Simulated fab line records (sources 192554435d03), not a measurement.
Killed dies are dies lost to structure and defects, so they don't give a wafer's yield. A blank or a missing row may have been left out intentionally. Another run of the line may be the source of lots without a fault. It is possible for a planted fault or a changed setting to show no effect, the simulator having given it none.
Comparing a struck lot with a sound one -- flow n5_finfet -- 41 out of 1938 route steps
Sound: the wafers L863.1, L863.2, L863.5. Struck: wafer L873.1. (L873.2, L873.4 of the same lot were not struck and are left out.) The cause comes at the end.
At each step with rows: each side's tool, then ch and its chambers, then its first start. Under that, the readings that differ: sound wafers -- struck wafers -- difference of the means -- sigmas: that difference in standard deviations of wafers without a fault.
alike: a reading whose means differ by less than 2 such deviations, as well as words and numbers matching on both sides. not compared: withheld readings; readings where some wafer has no value; bounds like >300 that might hide an equal value; numbers whose values overlap and for which the record gives no deviation.
Wherever a step has rows on one side only, a row that says differs or no value, or a row with sigmas, the two part there. Non-overlapping numbers with no deviation appear without sigmas and do not part them. Lack of a reading on every wafer of one side parts them only where that side has two or more wafers.

first, 9 steps without rows for these wafers: N5_BEOL_M5_DESCUM_33 (chemistry O2, time 7 s); N5_BEOL_M5_ETCH_75 (etches underlayer in N2/H2, target depth 6.5 nm, time 5.2 s); N5_BEOL_M5_ETCH_67 (etches SiARC in CF4, target depth 15.6 nm, time 26 s); N5_BEOL_M5_ETCH_68 (etches SOC in N2/H2, target depth 80 nm, overetch 16 nm, time 120 s); N5_BEOL_M5_STRIP_69 (strips in N2/H2); N5_BEOL_M5_STRIP_76 (strips in N2/H2); N5_BEOL_M5_VIA_ETCH_34 (etches SiCOH lowk in C4F6/O2, target depth 88.3 nm, time 39.2 s); N5_BEOL_M5_STRIP_85 (strips in C4F6/O2); N5_BEOL_M5_STRIP_36 (strips in N2/H2).
N5_BEOL_M5_TRENCH_ETCH_37: etches SiCOH lowk in C4F6/O2, target depth 71.652 nm, time 24.7 s.
  sound on rie_diel-06 ch 1,2, day 8 13:02; struck on rie_diel-06 ch 0, day 11 05:55
reading,sound,struck,difference,sigmas
oes_product_au (a.u.),0.78 0.84 0.84,0.68,-0.14,-2
run_length_s (s),47.0 48.2 48.0,56.7,+9.0,+21
model.BEOL_M5.feature_depth_nm (nm),72 70.8 71,96.6,+25.3,
model.etch.depth_nm (nm),71.91 70.73 71.1,96.57,+25.32,
model.TiN_of_BEOL_M5_HM_DEP_02.thk_nm (nm),17.4 17.2 17.4,17,+0,
  alike: drypump_motor_current_A, mfc_ar_sccm, rf_vpp_V, showerhead_plenum_p_Torr, throttle_valve_pct
  not compared: rf_hours_counter_h
then, 2 steps without rows for these wafers: N5_BEOL_M5_ETCH_41 (etches SiCN in CH3F/O2, target depth 31.5 nm, time 56.7 s); N5_BEOL_M5_STRIP_91 (strips in N2/H2, time 10 s).
N5_BEOL_M5_OCD_MEAS_38:
  sound on ocd-02 at day 8 13:11; struck on ocd-02 at day 11 06:04
reading,sound,struck,difference,sigmas
trench_depth_nm (nm),71.9 70.6 71.1,97.1,+25.9,+20
then, 21 steps without rows for these wafers: N5_BEOL_M5_HM_STRIP_39 (strips TiN in peroxide tin strip, target depth 25 nm, time 158 s); N5_BEOL_M5_SRD_40 (time 30 s); N5_BEOL_M5_PRECLEAN_42 (cleans in residue remover, time 60 s); N5_BEOL_M5_SRD_43 (time 30 s); N5_BEOL_M5_CURE_80 (cures SiCOH lowk, time 120 s); N5_BEOL_M5_DEGAS_44 (time 60 s); N5_BEOL_M5_PRE_CLEAN_45 (time 30 s); N5_BEOL_M5_ALD_86 (deposits TaN, pulse time 2 s, purge time 3 s, co reactant purge time 2 s); N5_BEOL_M5_SURFACE_TREAT_87; N5_BEOL_M5_CVD_47 (deposits Co from CCTBA/H2, target thk 3 nm, time 216 s); N5_BEOL_M5_SPUTTER_48 (material Cu, target thk 15 nm, time 27.62 s); N5_BEOL_M5_ANNEAL_49 (time 1800 s); N5_BEOL_M5_SPUTTER_81 (material Cu, target thk 15 nm, time 27.62 s); N5_BEOL_M5_ANNEAL_82 (time 1800 s); N5_BEOL_M5_SPUTTER_83 (material Cu, target thk 15 nm, time 27.62 s); N5_BEOL_M5_ANNEAL_84 (time 1800 s); N5_BEOL_M5_SPUTTER_88 (material Cu, target thk 15 nm, time 27.62 s); N5_BEOL_M5_ANNEAL_89 (time 1800 s); N5_BEOL_M5_SPUTTER_90 (material Cu, target thk 4.5 nm, time 8.29 s); N5_BEOL_M5_ECD_50 (material Cu, target thk 300 nm); N5_BEOL_M5_ANNEAL_51 (time 90 s).
N5_BEOL_M5_CMP_52: polishes, stops on SiCOH lowk, t overpolish 6.9 s, target thk 62 nm.
  sound on cmp-01 ch 0,3, day 8 19:21; struck on cmp-03 ch 3, day 11 13:10
reading,sound,struck,difference,sigmas
model.Cu_of_BEOL_M5_ECD_50.thk_nm (nm),62.6 60.8 62,88,+26,
  alike: barrier_field_endpoint_s, motor_current_A, overpolish_run_s, time_to_endpoint_s
N5_BEOL_M5_THK_MEAS_53: measures by xrf.
  sound on film_metro-02 at day 8 19:39; struck on film_metro-02 at day 11 13:28
reading,sound,struck,difference,sigmas
M5_THK (nm),63.5 61.5 63.0,90.2,+27.5,+17
then, 2 steps without rows for these wafers: N5_BEOL_M5_PRE_CLEAN_77 (time 15 s); N5_BEOL_M5_CO_CAP_78 (material Co, precursor CCTBA/H2, target thk 2 nm, time 102.1 s).
N5_BEOL_M5_RS_MEAS_57: measurement is done with a four-point probe.
  sound on film_metro-01 at day 8 19:59; struck on film_metro-01 at day 11 13:43
reading,sound,struck,difference,sigmas
M5_RS (ohm/sq),0.382 0.397 0.386,0.256,-0.132,-11
-- a jump in the record: the struck wafers' starts before and after are 3 days apart (it breaks off in module BEOL_M5 and resumes in module BEOL_M15, where the first step shown is number 1830 of the route) --
N5_BEOL_M15_RC_MEAS_101:
  sound on prober-01 ch 0, day 11 23:39; struck on prober-02 ch 0, day 14 08:14
reading,sound,struck,difference,sigmas
COMB_M10 (S/m),9e-12 1.2e-11 1e-11,1.7e-11,+6.7e-12,+2
COMB_M13 (S/m),5.1e-12 3.8e-12 6.1e-12,3e-12,-2e-12,-2
SERP_M5 (ohm/um),38.7 40.7 38.5,26.3,-13.0,-8
SERP_M5_max_site (ohm/um),41.1 42.9 41.5,27.5,-14.3,-8
SERP_M9 (ohm/um),2.91 3.09 2.93,3.25,+0.27,+3
  alike: COMB_M11, COMB_M12, COMB_M14, COMB_M15, COMB_M6, COMB_M7, COMB_M8, COMB_M9, SERP_M10, SERP_M11, SERP_M12, SERP_M13, SERP_M14, SERP_M6, SERP_M7, SERP_M8
after that, 1 step had no rows for these wafers: N5_PASSIVATION_PROBE_49.

== WHERE THEY PART ==
Last at N5_BEOL_M15_RC_MEAS_101 as far as this record goes, first at N5_BEOL_M5_TRENCH_ETCH_37.

WHY: what had been put in by the simulator
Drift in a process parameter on rie_diel-06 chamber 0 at N5_BEOL_M5_TRENCH_ETCH_37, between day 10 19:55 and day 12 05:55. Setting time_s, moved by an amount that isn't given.
